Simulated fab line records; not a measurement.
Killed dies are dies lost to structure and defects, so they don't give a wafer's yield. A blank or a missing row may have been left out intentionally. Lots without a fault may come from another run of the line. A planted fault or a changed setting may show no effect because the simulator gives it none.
Problem report in the 8D (eight disciplines) form, filled by code    flow n5_finfet    the parts of the form that need people (team, actions taken, sign-off) are left out

1. WHAT WENT WRONG
Wafers with no fault read 71.7 nm with a standard deviation of 1.2, whereas trench_depth_nm at N5_BEOL_M5_OCD_MEAS_38 reads a mean of 65.0 nm on 1 wafer of 1 lot. That is -5.6 standard deviations from the usual mean.
Seen first at day 12 16:24 on ocd-02, wafer L149.3. The record has a number at this step for 27 wafers belonging to 9 lots. Rule for "out", or "out of limits": more than 4 standard deviations from the usual mean. The other wafers with a number count as sound.

2. WHAT THIS IS AND IS NOT
question                     is                 is not
which readings at this step  trench_depth_nm    -
which lots                   L149               L138, L141, L142, L143, L144, L154, L155, L157
which wafers of those lots   L149.3             L149.2, L149.5
read on which gauges         ocd-02             ocd-01
when                         from day 12 16:24  up to then (17 sound wafers); but 9 sound wafers of L154, L155, L157 came after

3. SUSPECTS, AND WHAT RULES EACH OUT
Counting: if a tool at a process step up to the reading ran every lot that is out, it stays a suspect. Sound lots after the first of them don't rule it out here, since some wafers of a struck lot are sound.
- the gauge at N5_BEOL_M5_OCD_MEAS_38 is ruled out. All the wafers that are out were read on ocd-02, but those of them that N5_BEOL_M5_TRENCH_ETCH_37 has rows for are out there too, on other tools.
- rie_diel-05 at N5_BEOL_M5_ETCH_75 (etches underlayer in N2/H2, target depth 6.5 nm, time 5.2 s): kept. It ran the lot that is out, L149 (day 12 16:01); its last sound lot up to then is L142 (day 11 01:30).
- rie_diel-05 at N5_BEOL_M5_TRENCH_ETCH_37 (etches SiCOH lowk in C4F6/O2, target depth 71.652 nm, time 24.7 s): kept. It ran the lot that is out, L149 (day 12 16:15); its last sound lot up to then is L142 (day 11 01:44). On those wafers its own readings are out: rf_fwd_power_W, rf_vpp_V.
- Within rie_diel-05 at N5_BEOL_M5_TRENCH_ETCH_37: the wafers that are out ran in chamber 2; their sound lot-mates ran in chambers 1, 3.
The count leaves rie_diel-05 at N5_BEOL_M5_TRENCH_ETCH_37 and rie_diel-05 at N5_BEOL_M5_ETCH_75.

4. THE CAUSE (what the simulator had put in)
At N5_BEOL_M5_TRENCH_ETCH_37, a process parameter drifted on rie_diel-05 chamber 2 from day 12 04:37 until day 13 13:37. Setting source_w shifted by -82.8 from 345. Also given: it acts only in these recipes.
Counting left 2 suspects, and this tool is among them.

5. SEQUENCE OF EFFECTS, ordered by route
One row per reading whose mean, taken over the struck wafers that have a number, lies over 3 standard deviations from the usual. Readings are gone through only where the record gives a usual standard deviation; hours: the median, over the lots, of the time from a lot's start at the first step in this table giving one to that lot's start at this step; sigmas: the change measured in usual standard deviations.
hours  step                       reading          usual         on struck wafers  change  sigmas
0      N5_BEOL_M5_TRENCH_ETCH_37  rf_fwd_power_W   339.2 W       254.8             -84.4   -47
0      N5_BEOL_M5_TRENCH_ETCH_37  rf_vpp_V         665 V         763               +98     +14
0      N5_BEOL_M5_OCD_MEAS_38     trench_depth_nm  71.7 nm       65.0              -6.7    -5.6
7      N5_BEOL_M5_THK_MEAS_53     M5_THK           63.0 nm       54.4              -8.6    -5.1
7      N5_BEOL_M5_RS_MEAS_57      M5_RS            0.386 ohm/sq  0.457             +0.071  +5.5
Its process steps:
- N5_BEOL_M5_TRENCH_ETCH_37: etches SiCOH lowk in C4F6/O2, target depth 71.652 nm, time 24.7 s.

6. WHAT WOULD HAVE CAUGHT IT SOONER
Counted from the fault's start at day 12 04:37, it took 12 hours until the first out-of-limits reading at a measuring or inspecting step in this record, taken at day 12 16:24.
The tool's own readings at N5_BEOL_M5_TRENCH_ETCH_37 were out on every struck wafer that the step has a row for (rf_fwd_power_W, rf_vpp_V): an alarm limit on them would have fired on the first of those.
By day 12 16:24 the whole set of lots that are out, 1 in number, had already begun N5_BEOL_M5_TRENCH_ETCH_37 on rie_diel-05. A hold on the tool at that time would have spared none of them.
